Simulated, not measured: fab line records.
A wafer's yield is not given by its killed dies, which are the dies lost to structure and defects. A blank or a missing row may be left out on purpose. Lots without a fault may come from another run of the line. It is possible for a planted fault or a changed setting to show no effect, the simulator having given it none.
Chamber matching | flow n5_finfet | 4 sister chambers for N5_BEOL_M1_ETCH_70 on rie_diel-03
The step etches SOC in N2/H2, target depth 80 nm, overetch 16 nm, time 120 s. 16 wafers are shown with their chamber, then 8 later ones without.

== WAFERS, EACH WITH ITS CHAMBER ==
wafer  | chamber | drypump_motor_current_A (A) | showerhead_plenum_p_Torr (Torr) | throttle_valve_pct (%)
L075.1 | 3       | 6.4                         | 2.63                            | 18.33
L075.3 | 1       | 5.4                         | 2.70                            | 17.75
L075.5 | 3       | 6.4                         | 2.63                            | 18.33
L077.3 | 0       | 5.1                         | 2.55                            | 18.01
L077.4 | 2       | 5.3                         | 2.52                            | 17.95
L077.6 | 0       | 5.1                         | 2.55                            | 18.01
L083.1 | 1       | 5.4                         | 2.69                            | 17.76
L083.4 | 3       | 6.3                         | 2.62                            | 18.35
L083.6 | 0       | 5.1                         | 2.54                            | 18.02
L084.1 | 2       | 5.3                         | 2.52                            | 17.45
L084.4 | 1       | 5.4                         | 2.69                            | 17.80
L084.6 | 2       | 5.3                         | 2.52                            | 17.45
L086.2 | 0       | 5.1                         | 2.54                            | 18.03
L086.3 | 2       | 5.3                         | 2.52                            | 17.46
L086.4 | 3       | 6.3                         | 2.62                            | 18.36
L091.1 | 0       | 5.1                         | 2.53                            | 18.06

SIGNATURES (averages over the wafers above)
reading                  | chamber 0 | chamber 1 | chamber 2 | chamber 3 | scatter within a chamber
drypump_motor_current_A  | 5.100     | 5.400     | 5.300     | 6.350     | 0.0289
showerhead_plenum_p_Torr | 2.5420    | 2.6933    | 2.5200    | 2.6250    | 0.0061
throttle_valve_pct       | 18.0260   | 17.7700   | 17.5775   | 18.3425   | 0.125
Rule: for each reading, subtract the chamber's mean from the wafer's reading, divide by that reading's scatter and square the result; add these up over the readings and take the root, which gives the wafer's distance from the chamber. If the next closest chamber is less than 2 further off than the closest, the wafer can't be placed; otherwise it belongs to the closest. The scatter is the square root of a quotient: the sum, over the shown wafers, of each reading's squared deviation from its chamber's mean, divided by wafers minus chambers.

== WAFERS WITH NO CHAMBER GIVEN ==
wafer  | drypump_motor_current_A (A) | showerhead_plenum_p_Torr (Torr) | throttle_valve_pct (%)
L091.2 | 5.3                         | 2.51                            | 17.46
L091.4 | 6.4                         | 2.61                            | 18.38
L096.3 | 5.4                         | 2.68                            | 17.80
L096.5 | 5.1                         | 2.53                            | 18.06
L096.6 | 6.4                         | 2.61                            | 18.38
L094.3 | 5.3                         | 2.51                            | 17.47
L094.4 | 5.5                         | 2.68                            | 17.80
L094.6 | 6.4                         | 2.61                            | 18.39

== WHICH CHAMBER EACH ONE RAN IN ==
wafer  | from the rows above | in truth
L091.2 | 2                   | 2
L091.4 | 3                   | 3
L096.3 | 1                   | 1
L096.5 | 0                   | 0
L096.6 | 3                   | 3
L094.3 | 2                   | 2
L094.4 | 1                   | 1
L094.6 | 3                   | 3
Placed correctly: 8 of 8. Number that these rows cannot place: 0. Placed wrongly: 0.
